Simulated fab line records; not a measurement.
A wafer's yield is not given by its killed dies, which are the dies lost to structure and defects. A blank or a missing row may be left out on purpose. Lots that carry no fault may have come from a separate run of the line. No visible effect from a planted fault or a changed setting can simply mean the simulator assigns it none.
fab line records + flow nandHarc
[record]
- lots = 12
- wafers = 36
- lastDay = 25
route steps=1159 shown A_CONTACT@936 END@1159
lots that met no fault: taken from a fault-free run of the same line
startH: start of the lot's first displayed wafer, in hours after the record's first day + waitH: hours since the lot's step before + " unchanged from the row above + L1.1+2: a row that stands for several wafers + - either no value or no given start + * or withheld: withheld + < > ~ a bound
route shown NAME@n: NAME is a module with steps in the file, n the number in the route of the first one + usual: mean and standard deviation over wafers with no fault + same: alike in all rows + chamber/n: place in a boat + sites: the reading at each site + _std_site: standard deviation across them + _edge_site: mean of outer sites minus mean of inner sites + radiusMm: for every site, how far away it sits from the centre of the wafer + mask NAME#n: copy n + behind: tool/chamber where the wafer was last shaped + hold: the reason the lot was held/the length of the hold in hours/how it ended + device: names the non-switching transistor (n, p or np) + end of line: the tests these same wafers got at the end of their route + for a step that has no rows: nothing shown but its recipe + killed: dies that structure and defects cost at the first sort, which is not the same as the wafer's yield + map: shows each die of a wafer: x if killed, . if not, _ if none is there
set.NAME: the setting the step ran with; set.NAME@STEP: the setting that earlier step ran with + model.NAME: the simulator's own value behind a step, which no gauge read
route steps across a sampled set of lots; one table per step, one row per wafer
services: when a tool's chamber went out of use (startH, in hours from the record's first day, below 0 if earlier), for how many hours, and the reason
[[steps]]
[step NHARC_A_CONTACT_OVL_MEAS_09]
[usual]
- overlayXNm = -0.1/1.1
- overlayYNm = 0.2/0.74
| lot.wafer | tool       | chamber | startH | waitH | overlayXNm | overlayYNm |
|-----------|------------|---------|--------|-------|------------|------------|
| L457.1    | overlay-01 | -       | 384.24 | -     | 0.1        | 0.8        |
| L457.2    | "          | -       | "      | "     | 0.0        | 0.3        |
| L457.3    | "          | -       | "      | "     | -0.2       | 0.2        |
| L458.1    | overlay-02 | -       | 389.21 | -     | -0.9       | -0.2       |
| L458.2    | "          | -       | "      | "     | -0.2       | 0.3        |
| L458.3    | "          | -       | "      | "     | -0.4       | 0.3        |
| L460.1    | overlay-01 | -       | 393.01 | -     | -1.6       | 0.8        |
| L460.3    | "          | -       | "      | "     | -1.2       | 1.6        |
| L460.6    | "          | -       | "      | "     | -1.8       | 1.0        |
| L462.1    | overlay-02 | -       | 394.44 | -     | -1.9       | 0.5        |
| L462.2    | "          | -       | "      | "     | -2.0       | 0.2        |
| L462.6    | "          | -       | "      | "     | -2.0       | 0.6        |
| L459.1    | overlay-02 | -       | 401.93 | -     | -1.3       | 0.3        |
| L459.4    | "          | -       | "      | "     | -1.0       | 0.1        |
| L459.6    | "          | -       | "      | "     | -0.7       | 0.3        |
| L464.2    | overlay-02 | -       | 416.33 | -     | 0.7        | -0.8       |
| L464.3    | "          | -       | "      | "     | 0.4        | -0.4       |
| L464.4    | "          | -       | "      | "     | 0.7        | -0.7       |
| L463.1    | overlay-01 | -       | 426.14 | -     | -0.7       | -1.0       |
| L463.3    | "          | -       | "      | "     | -0.9       | -1.2       |
| L463.4    | "          | -       | "      | "     | -0.7       | -0.5       |
| L465.1    | overlay-01 | -       | 441.49 | -     | 0.7        | 0.5        |
| L465.3    | "          | -       | "      | "     | 0.8        | 0.2        |
| L465.5    | "          | -       | "      | "     | 1.4        | 1.1        |
| L472.3    | overlay-01 | -       | 469.49 | -     | 0.2        | 1.1        |
| L472.5    | "          | -       | "      | "     | -0.2       | 1.5        |
| L472.6    | "          | -       | "      | "     | -0.4       | 1.2        |
| L476.2    | overlay-02 | -       | 494.88 | -     | 1.4        | 0.5        |
| L476.3    | "          | -       | "      | "     | 1.7        | 0.7        |
| L476.6    | "          | -       | "      | "     | 1.5        | 1.0        |
| L477.2    | overlay-02 | -       | 497.50 | -     | 1.1        | -0.8       |
| L477.3    | "          | -       | "      | "     | 1.3        | -0.9       |
| L477.5    | "          | -       | "      | "     | 0.3        | -0.8       |
| L480.1    | overlay-02 | -       | 526.46 | -     | -0.1       | -0.3       |
| L480.2    | "          | -       | "      | "     | -0.4       | -1.1       |
| L480.5    | "          | -       | "      | "     | -0.2       | -0.4       |
[step NHARC_A_CONTACT_ETCH_135]
[recipe]
- sourceW = withheld
- pressureMtorr = 20
- biasV = 3000
- timeS = 132
- targetDepthA = 12870
- arFlowSccm = withheld
- c4f8FlowSccm = withheld
- o2FlowSccm = withheld
- chemistry = C4F8/O2/Ar
| lot.wafer | tool          | chamber | startH | waitH | rfHoursCounterH |
|-----------|---------------|---------|--------|-------|-----------------|
| L457.2    | harCapEtch-02 | 0       | 386.02 | 0.2   | 13              |
| L457.1    | "             | 1       | "      | "     | 13              |
| L457.3    | "             | 0       | "      | "     | -               |
| L458.2    | harCapEtch-01 | 0       | 390.52 | 0.2   | 60              |
| L458.1    | "             | 1       | "      | "     | 60              |
| L458.3    | "             | 1       | "      | "     | -               |
| L460.1    | harCapEtch-01 | 1       | 394.31 | 0.2   | 61              |
| L460.3    | "             | 0       | "      | "     | -               |
| L460.6    | "             | 1       | "      | "     | -               |
| L462.1    | harCapEtch-03 | 0       | 395.78 | 0.2   | 88              |
| L462.2    | "             | 1       | "      | "     | 88              |
| L462.6    | "             | 1       | "      | "     | -               |
| L459.1    | harCapEtch-01 | 0       | 403.23 | 0.2   | 61              |
| L459.4    | "             | 0       | "      | "     | -               |
| L459.6    | "             | 0       | "      | "     | -               |
| L464.2    | harCapEtch-01 | 0       | 417.61 | 0.2   | 63              |
| L464.4    | "             | 0       | "      | "     | -               |
| L464.3    | "             | 1       | "      | "     | -               |
| L463.1    | harCapEtch-01 | 0       | 427.43 | 0.2   | 64              |
| L463.4    | "             | 0       | "      | "     | -               |
| L463.3    | "             | 1       | "      | "     | -               |
| L465.1    | harCapEtch-01 | 1       | 442.81 | 0.2   | 66              |
| L465.3    | "             | 1       | "      | "     | -               |
| L465.5    | "             | 0       | "      | "     | -               |
| L472.3    | harCapEtch-02 | 1       | 470.89 | 0.1   | -               |
| L472.5    | "             | 0       | "      | "     | -               |
| L472.6    | "             | 1       | "      | "     | -               |
| L476.2    | harCapEtch-02 | 1       | 496.18 | 0.2   | 32              |
| L476.3    | "             | 0       | "      | "     | -               |
| L476.6    | "             | 0       | "      | "     | -               |
| L477.2    | harCapEtch-02 | 1       | 498.91 | 0.2   | 32              |
| L477.3    | "             | 1       | "      | "     | -               |
| L477.5    | "             | 0       | "      | "     | -               |
| L480.1    | harCapEtch-02 | 1       | 527.76 | 0.2   | 39              |
| L480.2    | "             | 0       | "      | "     | 39              |
| L480.5    | "             | 0       | "      | "     | -               |
[step NHARC_A_CONTACT_STRIP_26]
[recipe]
- o2FlowSccm = 500
- arFlowSccm = 0
- biasW = 0
- chemistry = O2
[usual]
- drypumpMotorCurrentA = 5.7/0.38
- mfcArSccm = 0.008/0.011
- o2FlowSccm = 500.1/1.6
- oesProductAu = 0.994/0.01
- rfVppV = 57.8/0.97
- showerheadPlenumPTorr = 3.57/0.19
- throttleValvePct = 17.036/0.01
| lot.wafer | tool       | chamber | startH | waitH | drypumpMotorCurrentA | mfcArSccm | o2FlowSccm | oesProductAu | rfHoursCounterH | rfVppV | showerheadPlenumPTorr | throttleValvePct |
|-----------|------------|---------|--------|-------|----------------------|-----------|------------|--------------|-----------------|--------|-----------------------|------------------|
| L457.3    | rieDiel-13 | 3       | -      | -     | 6.1                  | 0.008     | 500.8      | 0.994        | 44              | 57.8   | 3.27                  | 17.028           |
| L457.2    | "          | 0       | "      | "     | 5.6                  | 0         | 500.8      | 0.985        | 43              | 57.1   | 3.51                  | 17.050           |
| L457.1    | "          | 2       | "      | "     | 5.3                  | 0.020     | 499.9      | 1.008        | 37              | 57.0   | 3.62                  | 17.040           |
| L458.1    | rieDiel-03 | 2       | -      | -     | 5.8                  | 0.030     | 499.4      | 0.993        | 32              | 57.3   | 3.72                  | 17.027           |
| L458.3    | "          | 3       | "      | "     | 5.3                  | 0         | 500.3      | 1.013        | 30              | 56.0   | 3.27                  | 17.047           |
| L458.2    | "          | 0       | "      | "     | 5.5                  | 0.008     | 501.9      | 0.987        | 30              | 59.9   | 3.53                  | 17.023           |
| L460.1    | rieDiel-13 | 0       | -      | -     | 5.6                  | 0         | 498.3      | 0.983        | 47              | 58.7   | 3.50                  | 17.036           |
| L460.3    | "          | 1       | "      | "     | 5.8                  | 0         | 499.3      | 0.975        | 46              | 55.6   | 3.28                  | 17.034           |
| L460.6    | "          | 0       | "      | "     | 5.6                  | 0         | 502.0      | 0.978        | -               | 56.7   | 3.50                  | 17.043           |
| L462.1    | rieDiel-13 | 1       | -      | -     | 5.8                  | 0         | 495.5      | 0.983        | 47              | 58.9   | 3.28                  | 17.051           |
| L462.2    | "          | 2       | "      | "     | 5.3                  | 0.020     | 498.7      | 1.001        | 40              | 57.8   | 3.62                  | 17.040           |
| L462.6    | "          | 2       | "      | "     | 5.3                  | 0.020     | 501.2      | 1.001        | -               | 57.8   | 3.62                  | 17.047           |
| L459.1    | rieDiel-03 | 0       | -      | -     | 5.6                  | 0.008     | 498.5      | 0.995        | 1               | 59.8   | 3.53                  | 17.033           |
| L459.4    | "          | 1       | "      | "     | 6.4                  | 0         | 501.2      | 0.975        | 1               | 55.8   | 3.30                  | 17.019           |
| L459.6    | "          | 0       | "      | "     | 5.6                  | 0.008     | 500.4      | 0.990        | -               | 57.7   | 3.53                  | 17.039           |
| L464.2    | rieDiel-03 | 1       | -      | -     | 6.4                  | 0         | 500.2      | 0.976        | 3               | 57.9   | 3.30                  | 17.041           |
| L464.3    | "          | 3       | "      | "     | 5.2                  | 0         | 500.1      | 0.996        | 4               | 56.4   | 3.81                  | 17.031           |
| L464.4    | "          | 0       | "      | "     | 5.6                  | 0.008     | 501.7      | 0.991        | 4               | 58.5   | 3.53                  | 17.037           |
| L463.4    | rieDiel-03 | 0       | -      | -     | 5.6                  | 0.008     | 499.8      | 0.994        | 5               | 56.9   | 3.53                  | 17.013           |
| L463.3    | "          | 1       | "      | "     | 6.4                  | 0         | 499.3      | 0.972        | 4               | 58.3   | 3.30                  | 17.041           |
| L463.1    | "          | 2       | "      | "     | 5.7                  | 0.030     | 497.0      | 0.992        | 5               | 57.7   | 3.72                  | 17.041           |
| L465.1    | rieDiel-03 | 2       | -      | -     | 5.8                  | 0.030     | 502.5      | 1.009        | 7               | 58.4   | 3.72                  | 17.032           |
| L465.3    | "          | 3       | "      | "     | 5.3                  | 0         | 500.6      | 1.002        | 7               | 57.9   | 3.80                  | 17.034           |
| L465.5    | "          | 1       | "      | "     | 6.4                  | 0         | 503.2      | 0.972        | -               | 58.2   | 3.30                  | 17.044           |
| L472.3    | rieDiel-13 | 3       | -      | -     | 6.1                  | 0.008     | 500.2      | 0.991        | 3               | 58.1   | 3.81                  | 17.026           |
| L472.5    | "          | 0       | "      | "     | 5.6                  | 0         | 498.7      | 0.997        | -               | 57.7   | 3.49                  | 17.044           |
| L472.6    | "          | 1       | "      | "     | 5.8                  | 0         | 497.0      | 0.991        | -               | 58.0   | 3.81                  | 17.035           |
| L476.2    | rieDiel-13 | 3       | -      | -     | 6.1                  | 0.008     | 501.2      | 0.999        | 12              | 58.8   | 3.80                  | 17.052           |
| L476.3    | "          | 1       | "      | "     | 5.8                  | 0         | 496.9      | 0.996        | 12              | 58.4   | 3.80                  | 17.041           |
| L476.6    | "          | 0       | "      | "     | 5.6                  | 0         | 498.3      | 1.009        | -               | 58.7   | 3.49                  | 17.037           |
| L477.2    | rieDiel-03 | 0       | -      | -     | 5.6                  | 0.008     | 500.7      | 0.989        | 16              | 56.2   | 3.52                  | 17.041           |
| L477.3    | "          | 1       | "      | "     | 6.4                  | 0         | 501.1      | 0.983        | 16              | 58.7   | 3.29                  | 17.039           |
| L477.5    | "          | 3       | "      | "     | 5.3                  | 0         | 501.0      | 1.003        | -               | 57.6   | 3.80                  | 17.039           |
| L480.1    | rieDiel-03 | 1       | -      | -     | 6.4                  | 0         | 503.3      | 0.989        | 23              | 58.2   | 3.29                  | 17.046           |
| L480.2    | "          | 3       | "      | "     | 5.3                  | 0         | 499.2      | 1.005        | 24              | 59.2   | 3.79                  | 17.033           |
| L480.5    | "          | 2       | "      | "     | 5.7                  | 0.030     | 498.2      | 0.992        | -               | 58.2   | 3.71                  | 17.049           |
[step NHARC_A_CONTACT_CVD_19]
[recipe]
- targetThkA = 3000
- tempC = 300
- pressureTorr = 40
- wf6FlowSccm = 40
- h2FlowSccm = 1600
- arFlowSccm = 1560
- timeS = 802
- material = W
[usual]
- heaterPowerW = 457/29
- mfcArSccm = 1560/4.8
- susceptorTempC = 299.99/0.22
- throttleValvePct = 7.97/0.25
| lot.wafer | tool    | chamber | startH | waitH | heaterPowerW | mfcArSccm | sinceWetCleanH | susceptorTempC | throttleValvePct |
|-----------|---------|---------|--------|-------|--------------|-----------|----------------|----------------|------------------|
| L457.2    | cvdW-01 | 0       | 388.37 | -     | 512          | 1554      | 83             | 300.07         | 8.51             |
| L457.1    | "       | 1       | "      | "     | 448          | 1563      | 83             | 299.91         | 8.13             |
| L457.3    | "       | 1       | "      | "     | 431          | 1561      | -              | 300.08         | 7.94             |
| L458.2    | cvdW-02 | 0       | 394.60 | -     | 445          | 1560      | 2              | 300.51         | 7.57             |
| L458.1    | "       | 1       | "      | "     | 431          | 1565      | 2              | 299.90         | 8.13             |
| L458.3    | "       | 0       | "      | "     | 449          | 1563      | -              | 300.03         | 7.63             |
| L460.1    | cvdW-01 | 0       | 398.24 | -     | 503          | 1560      | 92             | -              | 8.11             |
| L460.3    | "       | 0       | "      | "     | 517          | 1564      | -              | -              | 8.28             |
| L460.6    | "       | 1       | "      | "     | 446          | 1559      | -              | -              | 7.94             |
| L462.2    | cvdW-01 | 0       | 399.01 | -     | 509          | 1569      | 93             | -              | 8.17             |
| L462.1    | "       | 1       | "      | "     | 439          | 1557      | 93             | -              | 8.32             |
| L462.6    | "       | 0       | "      | "     | 488          | 1561      | -              | -              | 8.16             |
| L459.1    | cvdW-02 | 0       | 405.88 | -     | 449          | 1570      | 13             | 300.63         | 7.67             |
| L459.4    | "       | 0       | "      | "     | 433          | 1558      | -              | 300.18         | 7.75             |
| L459.6    | "       | 1       | "      | "     | 431          | 1563      | -              | 299.96         | 8.20             |
| L464.2    | cvdW-02 | 1       | 424.47 | -     | 421          | 1560      | 32             | 299.82         | 7.92             |
| L464.4    | "       | 0       | "      | "     | 450          | 1562      | -              | 300.06         | 7.73             |
| L464.3    | "       | 1       | "      | "     | 434          | 1564      | -              | 300.06         | 8.02             |
| L464.2    | cvdW-02 | 1       | 425.76 | 1.2   | 429          | 1558      | -              | 299.78         | 8.07             |
| L464.4    | "       | 0       | "      | "     | 435          | 1560      | -              | 299.85         | 7.60             |
| L464.3    | "       | 1       | "      | "     | 430          | 1561      | -              | 299.84         | 7.98             |
| L463.1    | cvdW-01 | 0       | 429.88 | -     | 503          | 1556      | 124            | 300.02         | 8.18             |
| L463.3    | "       | 1       | "      | "     | 431          | 1557      | -              | 299.89         | 7.93             |
| L463.4    | "       | 0       | "      | "     | 503          | 1558      | -              | 300.09         | 8.06             |
| L465.1    | cvdW-02 | 0       | 446.08 | -     | 455          | 1559      | 54             | 299.82         | 7.56             |
| L465.3    | "       | 1       | "      | "     | 436          | 1555      | -              | 299.97         | 8.00             |
| L465.5    | "       | 0       | "      | "     | 445          | 1557      | -              | 299.65         | 7.79             |
| L465.1    | cvdW-02 | 0       | 447.07 | 0.9   | 442          | 1562      | -              | 300.25         | 7.33             |
| L465.3    | "       | 1       | "      | "     | 432          | 1556      | -              | 299.87         | 8.16             |
| L465.5    | "       | 0       | "      | "     | 442          | 1565      | -              | 299.80         | 7.55             |
| L472.3    | cvdW-01 | 0       | 473.53 | -     | 506          | 1561      | -              | -              | 8.33             |
| L472.5    | "       | 0       | "      | "     | 508          | 1563      | -              | -              | 8.13             |
| L472.6    | "       | 1       | "      | "     | 445          | 1558      | -              | -              | 7.87             |
| L472.3    | cvdW-01 | 0       | 487.27 | 13.6  | 504          | 1563      | -              | -              | 8.42             |
| L472.5    | "       | 0       | "      | "     | 508          | 1565      | -              | -              | 8.43             |
| L472.6    | "       | 1       | "      | "     | 440          | 1561      | -              | -              | 8.10             |
| L476.2    | cvdW-02 | 0       | 500.86 | -     | 455          | 1554      | 108            | 300.26         | 7.28             |
| L476.3    | "       | 1       | "      | "     | 426          | 1555      | -              | 300.29         | 7.88             |
| L476.6    | "       | 0       | "      | "     | 444          | 1543      | -              | 300.06         | 7.74             |
| L477.2    | cvdW-02 | 0       | 505.98 | -     | 458          | 1556      | 113            | 300.21         | 7.58             |
| L477.3    | "       | 0       | "      | "     | 450          | 1556      | -              | 299.95         | 7.86             |
| L477.5    | "       | 0       | "      | "     | 436          | 1555      | -              | 299.81         | 7.89             |
| L480.2    | cvdW-02 | 1       | 531.73 | -     | 436          | 1563      | 139            | 300.11         | 8.26             |
| L480.1    | "       | 0       | "      | "     | 454          | 1566      | 139            | 300.21         | 7.74             |
| L480.5    | "       | 0       | "      | "     | 443          | 1561      | -              | 299.96         | 7.76             |
[step NHARC_A_CONTACT_CMP_20]
[recipe]
- tOverpolishS = 30
- targetThkNm = 300
[usual]
- motorCurrentA = 12.1/1.1
- overpolishRunS = 30.000/0.0083
- timeToEndpointS = 60.1/3
| lot.wafer | tool   | chamber | startH | waitH | motorCurrentA | overpolishRunS | timeToEndpointS |
|-----------|--------|---------|--------|-------|---------------|----------------|-----------------|
| L457.2    | cmp-02 | 3       | 389.30 | 0.8   | 10.0          | 29.992         | 60.6            |
| L457.3    | "      | 0       | "      | "     | 12.0          | 30.024         | 64.0            |
| L457.1    | "      | 1       | "      | "     | 10.9          | 30.001         | 63.7            |
| L458.1    | cmp-01 | 2       | 395.50 | 0.6   | 12.0          | 29.992         | 58.2            |
| L458.2    | "      | 3       | "      | "     | 13.3          | 29.985         | 52.7            |
| L458.3    | "      | 0       | "      | "     | 11.4          | 30.013         | 57.4            |
| L460.3    | cmp-01 | 3       | 399.00 | 0.4   | 12.6          | 30.008         | 57.3            |
| L460.1    | "      | 0       | "      | "     | 11.6          | 30.007         | 57.1            |
| L460.6    | "      | 0       | "      | "     | 11.7          | 29.997         | 60.4            |
| L462.1    | cmp-02 | 1       | 399.91 | 0.7   | 11.4          | 29.997         | 62.9            |
| L462.2    | "      | 3       | "      | "     | 9.9           | 30.004         | 56.4            |
| L462.6    | "      | 0       | "      | "     | 11.8          | 30.006         | 61.8            |
| L459.4    | cmp-02 | 0       | 406.79 | 0.5   | 11.1          | 29.996         | 56.4            |
| L459.1    | "      | 2       | "      | "     | 11.6          | 30.010         | 57.5            |
| L459.6    | "      | 0       | "      | "     | 11.3          | 30.016         | 58.5            |
| L464.4    | cmp-04 | 2       | 426.63 | 0.6   | 13.1          | 29.991         | 119.6           |
| L464.2    | "      | 0       | "      | "     | 13.4          | 30.005         | 121.5           |
| L464.3    | "      | 1       | "      | "     | 10.5          | 30.020         | 123.9           |
| L463.3    | cmp-02 | 1       | 430.64 | 0.5   | 12.2          | 30.008         | 59.7            |
| L463.4    | "      | 2       | "      | "     | 11.8          | 29.999         | 63.0            |
| L463.1    | "      | 3       | "      | "     | 10.1          | 30.002         | 57.6            |
| L465.3    | cmp-01 | 2       | 448.00 | 0.7   | 12.4          | 29.999         | 114.9           |
| L465.1    | "      | 0       | "      | "     | 11.7          | 30.004         | 119.9           |
| L465.5    | "      | 2       | "      | "     | 12.4          | 30.011         | 117.0           |
| L472.3    | cmp-02 | 3       | 488.08 | 0.7   | 10.2          | 30.000         | 118.9           |
| L472.6    | "      | 0       | "      | "     | 11.8          | 29.991         | 122.0           |
| L472.5    | "      | 1       | "      | "     | 11.0          | 30.001         | 121.1           |
| L476.3    | cmp-01 | 1       | 501.80 | 0.4   | 12.1          | 30.006         | 56.2            |
| L476.2    | "      | 2       | "      | "     | 11.9          | 29.998         | 59.7            |
| L476.6    | "      | 0       | "      | "     | 11.7          | 29.997         | 59.7            |
| L477.2    | cmp-02 | 0       | 506.76 | 0.7   | 12.2          | 29.996         | 63.7            |
| L477.3    | "      | 1       | "      | "     | 11.0          | 29.994         | 63.4            |
| L477.5    | "      | 1       | "      | "     | 11.3          | 29.999         | 62.3            |
| L480.2    | cmp-04 | 3       | 532.65 | 0.8   | 14.3          | 29.995         | 55.2            |
| L480.1    | "      | 1       | "      | "     | 10.8          | 29.980         | 59.6            |
| L480.5    | "      | 2       | "      | "     | 12.3          | 30.009         | 57.5            |
[step NHARC_END_SORT_01]
[recipe]
- tempC = 25
[usual]
- killedAtArray = 25/9.2
- killedAtOther = 0.9/1.3
- killedAtPeriphery = 3.3/2.3
- killedDies = 29/9.6
- killedOpen = 3.2/1.8
- killedShort = 2/1.4
[same]
- grossDies = 677
| lot.wafer | tool      | chamber | startH | waitH | killedAtArray | killedAtOther | killedAtPeriphery | killedDies | killedOpen | killedShort |
|-----------|-----------|---------|--------|-------|---------------|---------------|-------------------|------------|------------|-------------|
| L464.2    | prober-02 | 0       | 486.73 | 2.8   | 33            | 0             | 1                 | 34         | 4          | 1           |
| L464.3    | prober-02 | 0       | 487.53 | 3.1   | 38            | 0             | 0                 | 38         | 3          | 1           |
| L464.4    | prober-02 | 0       | 488.33 | 3.4   | 37            | 0             | 1                 | 38         | 6          | 1           |
| L472.3    | prober-01 | 0       | 538.62 | 3.1   | 12            | 4             | 4                 | 20         | 9          | 1           |
| L472.5    | prober-01 | 0       | 540.22 | 3.7   | 10            | 1             | 4                 | 15         | 2          | 2           |
// killed by level:class
L464.2 A_CHANNEL_HOLE_D1:chamberFilmFlake=14 A_SLIT:chamberFilmFlake=7 A_STAIRCASE:chamberFilmFlake=4 A_CONTACT:chamberFilmFlake=3 A_CONTACT:geometricParticle:open=2 P_M0:geometricParticle:open=1 A_CHANNEL_HOLE_D1:geometricParticle:short=1 A_M0:geometricParticle:open=1
L464.3 A_CHANNEL_HOLE_D1:chamberFilmFlake=17 A_SLIT:chamberFilmFlake=9 A_CONTACT:chamberFilmFlake=5 A_CONTACT:geometricParticle:open=2 A_STAIRCASE:chamberFilmFlake=2 A_STAIRCASE:geometricParticle:open=1 A_M0:geometricParticle:short=1 A_BONDPAD:chamberFilmFlake=1
L464.4 A_CHANNEL_HOLE_D1:chamberFilmFlake=12 A_STAIRCASE:chamberFilmFlake=7 A_SLIT:chamberFilmFlake=6 A_CONTACT:chamberFilmFlake=4 A_CHANNEL_FILL_D1:geometricParticle:open=2 P_M0:geometricParticle:open=1 A_SOURCE_PLATE:geometricParticle:open=1 A_ONON_D1:geometricParticle:open=1
L472.3 THIN_TSV:chamberFilmFlake=3 A_CONTACT:geometricParticle:open=2 A_CHANNEL_HOLE_D1:chamberFilmFlake=2 A_CONTACT:chamberFilmFlake=2 P_CONTACT:geometricParticle:open=1 P_M0:geometricParticle:open=1 A_SOURCE_PLATE:geometricParticle:open=1 A_CHANNEL_FILL_D1:geometricParticle:open=1
L472.5 A_CHANNEL_HOLE_D1:chamberFilmFlake=6 P_M1:geometricParticle:open=1 P_M2:geometricParticle:open=1 P_M2:geometricParticle:short=1 A_WL_FILL:geometricParticle:short=1 P_STI:chamberFilmFlake=1 A_STAIRCASE:chamberFilmFlake=1 A_CONTACT:chamberFilmFlake=1
[[services]]
| tool          | chamber | startH | hours | kind      |
|---------------|---------|--------|-------|-----------|
| cmp-01        | -       | 375.50 | 4.0   | pm        |
| cvdW-02       | -       | 379.65 | 13.0  | pm        |
| cvdW-02       | 0       | 379.65 | 13.0  | ventCycle |
| cvdW-02       | 1       | 379.65 | 13.0  | ventCycle |
| rieDiel-03    | -       | 392.30 | 9.0   | pm        |
| cvdW-02       | 0       | 392.65 | -     | clean     |
| cvdW-02       | 1       | 392.65 | -     | clean     |
| cmp-02        | -       | 397.79 | 1.1   | repair    |
| cmp-04        | -       | 399.13 | 4.0   | pm        |
| rieDiel-13    | 2       | 402.42 | 2.0   | repair    |
| rieDiel-13    | -       | 417.30 | 0.8   | repair    |
| cmp-02        | -       | 422.66 | 4.0   | pm        |
| cmp-02        | -       | 445.32 | 2.6   | repair    |
| rieDiel-13    | -       | 453.19 | 9.0   | pm        |
| cmp-01        | -       | 473.53 | 4.0   | pm        |
| cvdW-01       | -       | 474.02 | 13.0  | pm        |
| cvdW-02       | -       | 482.44 | 0.6   | repair    |
| harCapEtch-03 | -       | 496.44 | 0.7   | repair    |
| cmp-04        | -       | 497.13 | 4.0   | pm        |
| rieDiel-03    | 0       | 507.85 | 12.3  | repair    |
| cvdW-01       | -       | 515.86 | 1.4   | repair    |
| rieDiel-13    | 0       | 517.28 | 4.2   | repair    |
| cmp-02        | -       | 520.66 | 4.0   | pm        |
| cmp-04        | -       | 524.49 | 6.1   | repair    |
[[key]]
[firstSign]
- step = NHARC_A_CONTACT_CVD_19
- reading = visit
- direction = added
[effect]
- step = NHARC_A_CONTACT_CMP_20
- reading = timeToEndpointS
- direction = up
- sigmas = 20
- usual = *
- struck = *
metAt NHARC_A_CONTACT_CVD_19
struckLots L464,L465,L472
rowsEnd L472.6
testerLeftOut L464,L465,L472
notActingAt NHARC_A_CONTACT_OVL_MEAS_09,NHARC_A_CONTACT_ETCH_135,NHARC_A_CONTACT_STRIP_26
[fault]
- kind = repeatedStepWhole
- tool = cvdW-01,cvdW-02
- chamber = -
- onsetH = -
- steps = NHARC_A_CONTACT_CVD_19
- times = 1
- scope = struckLotsOnly
// testerLeftOut: of these lots the tester's yield and bins aren't shown, on N5 and GAA mostly nor the transistor test; their killed dies are dies lost to structure and defects alone, not to doping, threshold or leakage, so they don't give the yield
// rowsEnd: these wafers met a further fault down the route, and their rows from its step on are left out
